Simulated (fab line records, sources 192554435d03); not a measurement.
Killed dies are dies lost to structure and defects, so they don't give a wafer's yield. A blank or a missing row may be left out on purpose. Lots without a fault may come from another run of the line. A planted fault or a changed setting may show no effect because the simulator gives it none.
Problem report in the 8D (eight disciplines) form, filled by code | flow n5_finfet | the parts of the form that need people (team, actions taken, sign-off) are left out

1. THE PROBLEM
cd_nm at N5_MIM_BOT_LITHO_CD_MEAS_08 reads a mean of 2990.2 nm on 3 wafers of 2 lots; wafers without a fault read 2999.8 nm with a standard deviation of 1.7. That is -5.7 standard deviations from the usual mean.
The step: target cd 3000 nm.
First seen on wafer L214.3, day 16 16:46, on cd_sem-01. The record holds 30 wafers of 10 lots with a number at this step. Rule for "out", or "out of limits": more than 4 standard deviations from the usual mean. The other wafers with a number count as sound.

2. WHAT IT IS AND WHAT IT IS NOT
question                    | is                     | is not
which readings at this step | cd_nm                  | -
which lots                  | L214, L220             | L200, L203, L204, L205, L206, L208, L211, L223
which wafers of those lots  | L214.3, L214.6, L220.6 | L214.1, L220.2, L220.4
read on which gauges        | cd_sem-01, cd_sem-03   | cd_sem-02
when                        | from day 16 16:46      | up to then (22 sound wafers); but 5 sound wafers of L220, L223 came after

3. SUSPECTS, AND WHAT RULES EACH OUT
Counting: a tool at a process step up to the reading stays a suspect if it ran every lot that is out. Sound lots after the first of them don't rule it out here, since some wafers of a struck lot are sound.
- the gauge at N5_MIM_BOT_LITHO_CD_MEAS_08: ruled out. The wafers that are out were read on 2 gauges (cd_sem-01, cd_sem-03).
- litho_track-05 at N5_MIM_BOT_LITHO_PEB_06: kept. It ran every lot that is out, first L214 (day 16 16:39); its last sound lot up to then is L205 (day 14 15:44).
Left after counting: litho_track-05 at N5_MIM_BOT_LITHO_PEB_06.

4. THE CAUSE (what the simulator had put in)
Process parameter drift: litho_track-05, from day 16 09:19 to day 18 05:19, at N5_MIM_BOT_LITHO_PEB_06. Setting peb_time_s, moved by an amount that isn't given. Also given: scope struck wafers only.
Counting left only this tool.

5. THE CHAIN OF EFFECTS, in route order
Each row: a reading whose mean over the struck wafers that have a number lies more than 3 standard deviations from the usual. Only readings for which the record gives a usual standard deviation are gone through. hours: the time from each lot's start at the first step in this table that gives one to its start at this step, as a median over the lots. sigmas: the change in usual standard deviations.
hours | step                        | reading | usual     | on struck wafers | change | sigmas
0     | N5_MIM_BOT_LITHO_CD_MEAS_08 | cd_nm   | 2999.8 nm | 2990.2           | -9.6   | -5.7

6. WHAT WOULD HAVE CAUGHT IT SOONER
In this record the first reading out of limits at a measuring or inspecting step was taken at day 16 16:46, 7 hours after the fault began at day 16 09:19.
Of the tool readings at N5_MIM_BOT_LITHO_PEB_06 for which the record gives a usual standard deviation, none was out on any struck wafer, so an alarm limit of 4 standard deviations on them would not have fired.
Of the lots that are out (2), L220 began N5_MIM_BOT_LITHO_PEB_06 on litho_track-05 after day 16 16:46. A hold on the tool at that time would have spared it.
